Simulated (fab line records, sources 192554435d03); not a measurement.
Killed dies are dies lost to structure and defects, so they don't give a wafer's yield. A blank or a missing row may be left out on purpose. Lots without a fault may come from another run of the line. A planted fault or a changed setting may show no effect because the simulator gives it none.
A struck lot beside a sound one | flow n5_finfet | 38 steps out of a route of 1938
Sound: wafers L608.3, L608.5, L608.6. Struck: wafer L607.5. (L607.6 of the same lot was not struck and is left out.) The cause comes at the end.
At each step with rows: each side's tool, then ch and its chambers, then its first start. Under that, the readings that differ: sound wafers | struck wafers | difference of the means | sigmas: that difference in standard deviations of wafers without a fault.
alike: readings whose means differ by less than 2 such deviations, and words and numbers that are the same on both sides. not compared: withheld readings, readings that some wafer has no value for, bounds like >300 that may hide the same value, and numbers for which the record gives no deviation and whose values overlap.
The two part at a step that has a row with sigmas, a row that says differs or no value, or rows on one side only. Numbers that don't overlap but have no deviation are shown without sigmas and don't part them. A reading that every wafer of one side lacks parts them only if that side has two wafers or more.

first, 9 steps without rows for these wafers: N5_BEOL_M4_ANNEAL_95 (time 240 s); N5_BEOL_M4_SPUTTER_96 (material Cu, target thk 4.5 nm, time 8.29 s); N5_BEOL_M4_ECD_50 (material Cu, target thk 300 nm); N5_BEOL_M4_ANNEAL_51 (time 90 s); N5_BEOL_M4_CMP_52 (polishes, stops on SiOC, t overpolish 6.8 s, target thk 40 nm); N5_BEOL_M4_PRE_CLEAN_60 (time 15 s); N5_BEOL_M4_CO_CAP_55 (material Co, precursor CCTBA/H2, target thk 2 nm, time 102.1 s); N5_BEOL_M4_PRE_CLEAN_56 (time 15 s); N5_BEOL_M4_DEP_57 (deposits SiCN from 3MS/NH3, target thk 8 nm, time 14 s).
N5_BEOL_M4_RC_MEAS_101:
  sound on prober-01 ch 0, day 16 01:50; struck on prober-02 ch 0, day 14 22:20
  reading        | sound          | struck | difference | sigmas
  DIBL_N (mV/V)  | 35.6 36.1 35.4 | 30.9   | -4.8       | -3
  IOFF_P (nA/um) | 0.20 0.18 0.20 | 0.12   | -0.07      | -2
  ION_P (uA/um)  | 454 448 464    | 437    | -18        | -3
  VT_N (mV)      | 250 255 251    | 260    | +8         | +2
  VT_P (mV)      | -249 -252 -250 | -263   | -13        | -4
  alike: DIBL_P, IOFF_N, ION_N, SS_N, SS_P
then, 24 steps without rows for these wafers: N5_BEOL_M5_ILD_DEP_00 (deposits SiCOH lowk from DEMS/porogen, target thk 140.64 nm, time 25.9 s); N5_BEOL_M5_CURE_79 (cures SiCOH lowk, time 240 s); N5_BEOL_M5_PECVD_70 (deposits SiO2 from TEOS/O2, target thk 16 nm, time 18 s); N5_BEOL_M5_HM_DEP_02 (deposits TiN, target thk 20 nm); N5_BEOL_M5_COAT_59 (time 60 s, resist thk 60 nm); N5_BEOL_M5_COAT_60 (time 60 s, resist thk 12 nm); N5_BEOL_M5_COAT_71 (time 60 s, resist thk 5 nm); N5_BEOL_M5_COAT_05 (resist thk 30 nm); N5_BEOL_M5_EBR_07; N5_BEOL_M5_SOFTBAKE_06 (time 60 s); N5_BEOL_M5_EXPOSE_08 (exposes mask M5, target cd 28 nm); N5_BEOL_M5_PEB_09 (peb time 60 s); N5_BEOL_M5_DEVELOP_10 (develop time 30 s); N5_BEOL_M5_DESCUM_16 (chemistry O2, time 7 s); N5_BEOL_M5_ETCH_72 (etches underlayer in N2/H2, target depth 6.5 nm, time 5.2 s); N5_BEOL_M5_ETCH_61 (etches SiARC in CF4, target depth 15.6 nm, time 26 s); N5_BEOL_M5_ETCH_62 (etches SOC in N2/H2, target depth 75 nm, overetch 15 nm, time 112.5 s); N5_BEOL_M5_STRIP_63 (strips in N2/H2); N5_BEOL_M5_STRIP_73 (strips in N2/H2); N5_BEOL_M5_STRIP_64 (strips in CF4); N5_BEOL_M5_HM_OPEN_17 (chemistry Cl2/BCl3, target TiN, target depth 20 nm, overetch 6 nm); N5_BEOL_M5_STRIP_19 (strips in O2); N5_BEOL_M5_COAT_65 (time 60 s, resist thk 60 nm); N5_BEOL_M5_COAT_66 (time 60 s, resist thk 12 nm).
N5_BEOL_M5_CMP_52: polishes, stops on SiCOH lowk, t overpolish 6.9 s, target thk 62 nm.
  sound on cmp-03 ch 0,1,3, day 16 15:07; struck on cmp-04 ch 3, day 15 10:20
  reading                      | sound             | struck | difference | sigmas
  barrier_field_endpoint_s (s) | 24.6 24.4 24.8    | 41.3   | +16.7      | +26
  overpolish_run_s (s)         | 6.891 6.913 6.907 | 0.042  | -6.862     | -99 or more
  time_to_endpoint_s (s)       | 63 62 65          | 80     | +17        | +5
  alike: head_pressure_psi, motor_current_A, slurry_flow_ml_min
N5_BEOL_M5_THK_MEAS_53: measures by xrf.
  sound on film_metro-02, day 16 15:18; struck on film_metro-01, day 15 10:29
  reading     | sound          | struck | difference | sigmas
  M5_THK (nm) | 61.7 62.3 62.1 | 163.8  | +101.8     | +51
N5_BEOL_M5_INSPECT_58: inspects for defects (darkfield).
  sound on defect_inspect-01, day 16 15:38; struck on defect_inspect-01, day 15 10:49
  reading          | sound    | struck | difference | sigmas
  raw_defect_count | 48 84 93 | 1960   | +1885      | +82
-- the record jumps here: 4 days lie between the struck wafers' starts before and after (it left off in module BEOL_M5 and takes up again in module PASSIVATION, whose first step shown is number 1936 of the route) --
N5_PASSIVATION_PROBE_49:
  sound on prober-02, day 20 19:24; struck on prober-01, day 19 22:29
  reading                  | sound          | struck | difference | sigmas
  defect_limited_yield (%) | 89.2 91.8 91.3 | 0      | -91        | -65
  killed_at_M4_up          | 6 10 12        | 1109   | +1100      | +99 or more
  killed_at_other          | 9 4 5          | 1      | -5         | -2
  killed_dies              | 127 97 103     | 1180   | +1071      | +63
  killed_on_rim            | 14 17 14       | 152    | +137       | +32
  sort_n_pass              | 1053 1083 1077 | 0      | -1071      | -63
  sort_yield_pct (%)       | 89.2 91.8 91.3 | 0      | -91        | -65
  alike: killed_at_M0_to_M3, killed_at_contacts, killed_at_front_end, killed_open, killed_short, sort_bin_5_function, sort_bin_6_memory, sort_bin_8_speed

WHERE THEY PART
First at N5_BEOL_M4_RC_MEAS_101; last, within this record, at N5_PASSIVATION_PROBE_49.

WHY: what the simulator had put in
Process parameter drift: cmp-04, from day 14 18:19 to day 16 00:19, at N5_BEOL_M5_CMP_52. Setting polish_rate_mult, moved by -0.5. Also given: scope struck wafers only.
